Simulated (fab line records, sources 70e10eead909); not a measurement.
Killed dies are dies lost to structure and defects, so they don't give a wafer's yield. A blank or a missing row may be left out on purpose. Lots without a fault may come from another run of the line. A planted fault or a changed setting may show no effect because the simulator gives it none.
A struck lot beside a sound one | flow nand_harc | 15 steps out of a route of 1302
Sound: wafers L574.2, L574.4, L574.6. Struck: wafers L567.1, L567.4, L567.6. The cause comes at the end.
At each step with rows: each side's tool, then ch and its chambers, then its first start. Under that, the readings that differ: sound wafers | struck wafers | difference of the means | sigmas: that difference in standard deviations of wafers without a fault.
alike: readings whose means differ by less than 2 such deviations, and words and numbers that are the same on both sides. not compared: withheld readings, readings that some wafer has no value for, bounds like >300 that may hide the same value, and numbers for which the record gives no deviation and whose values overlap.
The two part at a step that has a row with sigmas, a row that says differs or no value, or rows on one side only. Numbers that don't overlap but have no deviation are shown without sigmas and don't part them. A reading that every wafer of one side lacks parts them only if that side has two wafers or more.

first, 7 steps without rows for these wafers: NHARC_P_ZERO_WELL_HMDS_17 (time 30 s); NHARC_P_ZERO_WELL_COAT_18; NHARC_P_ZERO_WELL_SOFTBAKE_19 (time 95 s); NHARC_P_ZERO_WELL_EBR_20; NHARC_P_ZERO_WELL_EXPOSE_21 (exposes mask P NWELL, target cd 720 nm); NHARC_P_ZERO_WELL_PEB_22 (peb time 85 s); NHARC_P_ZERO_WELL_DEVELOP_23 (time 70 s).
NHARC_P_ZERO_WELL_CD_MEAS_24: target cd 720 nm.
  sound on cd_sem-01 ch 0, day 10 16:35; struck on cd_sem-02 ch 0, day 7 18:37
  alike: cd_nm
then, 1 step without rows for these wafers: NHARC_P_ZERO_WELL_HARDBAKE_25 (time 80 s).
NHARC_P_ZERO_WELL_DESCUM_26: chemistry O2, time 3 s.
  sound on rie_diel-13 ch 1,2,3, day 10 16:45; struck on rie_diel-13 ch 0,2, day 7 18:47
  alike: drypump_motor_current_A, oes_product_au, rf_vpp_V, showerhead_plenum_p_Torr, throttle_valve_pct
  not compared: rf_hours_counter_h
then, 2 steps without rows for these wafers: NHARC_P_ZERO_WELL_IMPLANT_27; NHARC_P_ZERO_WELL_IMPLANT_57.
NHARC_P_ZERO_WELL_IMPLANT_58:
  sound on implanter-01 ch 0, day 10 17:17; struck on implanter-02, day 7 19:17
  no value came back on the struck wafers for beam_energy_keV, beam_on_s (s), dose_ions_cm2; on the sound wafers beam_energy_keV reads 99.99 100.06 100.06
then, 1 step without rows for these wafers: NHARC_P_ZERO_WELL_STRIP_28 (strips in SPM, time 840 s).
-- the record jumps here: 23 days lie between the struck wafers' starts before and after (it left off in module P_ZERO_WELL and takes up again in module END, whose first step shown is number 1302 of the route) --
NHARC_END_SORT_01:
  the record has rows for the struck wafers here (prober-01 ch 0, day 31 02:35) and none for the sound ones

WHERE THEY PART
First at NHARC_P_ZERO_WELL_IMPLANT_58; last, within this record, at NHARC_END_SORT_01.

WHY: what the simulator had put in
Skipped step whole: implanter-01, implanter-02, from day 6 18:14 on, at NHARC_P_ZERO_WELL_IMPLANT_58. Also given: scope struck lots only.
